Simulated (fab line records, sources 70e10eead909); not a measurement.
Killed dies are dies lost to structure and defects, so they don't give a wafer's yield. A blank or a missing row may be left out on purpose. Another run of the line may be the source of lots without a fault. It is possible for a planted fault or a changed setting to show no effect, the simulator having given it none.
A lot that was struck, set against a sound lot + flow nand-harc + 17 steps out of a route of 1302
Sound: these wafers, L349.1, L349.3, L349.5. Wafers struck: L359.1, L359.3, L359.5. The cause is given at the end.
At each step with rows: each side's tool, then ch and its chambers, then its first start. Under that, the readings that differ: sound wafers + struck wafers + difference of the means + sigmas: that difference in standard deviations of wafers without a fault.
alike: words and numbers the same on both sides, and readings whose means are apart by under 2 such deviations; not compared: readings that were withheld, readings missing a value for some wafer, numbers with overlapping values and no deviation given by the record, and bounds like >300 which may hide the same value.
Wherever a step has rows on one side only, a row that says differs or no value, or a row with sigmas, the two part there. Numbers that have no deviation but don't overlap get no sigmas and don't part them. A reading missing from all wafers of one side parts the sides only when that side holds two or more wafers.

NHARC_P_M0_OVL_MEAS_10: pitch 180 nm.
  struck on overlay-01, day 13 11:25; sound on overlay-02, day 8 21:23
  alike: overlay-x-nm, overlay-y-nm
NHARC_P_M0_INSPECT_11:
  struck on defect-inspect-02, day 13 11:26; sound on defect-inspect-01, day 8 21:26
  alike: raw-defect-count
NHARC_P_M0_DESCUM_14: chemistry O2, time 3 s.
  sound on rie-diel-13 ch 0,2,3, day 8 21:29; struck on rie-diel-03 ch 0,1,3, day 13 11:31
  alike: chamber-pressure-mTorr, drypump-motor-current-A, oes-product-au, rf-vpp-V, showerhead-plenum-p-Torr, throttle-valve-pct
  not compared: rf-hours-counter-h
NHARC_P_M0_ETCH_34: etches the open film in N2/H2, target depth 40 nm, overetch 12 nm, time 43.94 s.
  sound on rie-diel-13 ch 0,3, day 8 21:34; struck on rie-diel-03 ch 0,2, day 13 11:35
  alike: chamber-pressure-mTorr, drypump-motor-current-A, oes-product-au, rf-vpp-V, showerhead-plenum-p-Torr, throttle-valve-pct
  not compared: rf-hours-counter-h
NHARC_P_M0_ETCH_15: etches the open film in C4F8/Ar, target depth 150 nm, overetch 15 nm, time 82.5 s.
  sound: rie-diel-13 ch 1,3; struck: rie-diel-03 ch 1,2,3
| reading                        | sound                | struck               | difference | sigmas |
|--------------------------------|----------------------|----------------------|------------|--------|
| chamber-pressure-mTorr (mTorr) | 25.009 24.970 24.944 | 25.037 25.020 25.004 | +0.046     | +2     |
  alike: oes-product-au, rf-vpp-V
  not compared: rf-hours-counter-h
NHARC_P_M0_CD_MEAS_16:
  struck on cd-sem-02, day 13 11:48; sound on cd-sem-01, day 8 21:47
  alike: cd-nm
then, 2 steps without rows for these wafers: NHARC_P_M0_STRIP_18 (strips in N2/H2); NHARC_P_M0_STRIP_19 (strips in post etch residue remover, time 600 s).
NHARC_P_M0_DEGAS_28: time 60 s.
  struck on pvd-sputter-02, day 13 12:25; sound on pvd-sputter-02, day 8 22:24
  alike: heater-power-w
then, 1 step without rows for these wafers: NHARC_P_M0_PRE_CLEAN_29 (time 30 s).
NHARC_P_M0_PVD_20: deposits TaN, target thk 5 nm, time 8.06 s.
  sound on pvd-sputter-02; struck on pvd-sputter-02
  alike: throttle-valve-pct
then, 1 step without rows for these wafers: NHARC_P_M0_PVD_21 (deposits Cu, target thk 30 nm, time 20.49 s).
NHARC_P_M0_ECD_22: material Cu, target thk 400 nm.
  sound on ecd-cu-02 ch 0,1, day 8 22:49; struck on ecd-cu-01 ch 0, day 13 12:47
  no value came back on the struck wafers for bath-heat-duty-pct (%), bath-temp-c (C); on the sound wafers bath-heat-duty-pct (%) reads 6.8 7.8 6.0
then, 1 step without rows for these wafers: NHARC_P_M0_ANNEAL_30 (time 90 s).
NHARC_P_M0_CMP_23: polishes, t overpolish 20 s, target thk 117.54 nm.
  sound on cmp-02 ch 1,2,3, day 8 23:30; struck on cmp-02 ch 0,2,3, day 13 13:32
| reading                | sound          | struck      | difference | sigmas |
|------------------------|----------------|-------------|------------|--------|
| time-to-endpoint-s (s) | 23.5 24.5 25.1 | 2.4 3.6 0.2 | -22.3      | -9     |
  alike: motor-current-A
NHARC_P_M0_THK_MEAS_24: measures by xrf.
  struck on film-metro-01, day 13 13:49; sound on film-metro-02, day 8 23:49
| reading     | sound             | struck         | difference | sigmas |
|-------------|-------------------|----------------|------------|--------|
| thk-nm (nm) | 116.2 115.8 117.2 | 29.6 28.9 29.4 | -87.1      | -51    |
next, for these wafers, 1 step has no rows: NHARC_P_M0_SRD_25.

WHERE THEY PART
Last at NHARC_P_M0_THK_MEAS_24 as far as this record goes, first at NHARC_P_M0_ETCH_15.

WHY: what the simulator had put in
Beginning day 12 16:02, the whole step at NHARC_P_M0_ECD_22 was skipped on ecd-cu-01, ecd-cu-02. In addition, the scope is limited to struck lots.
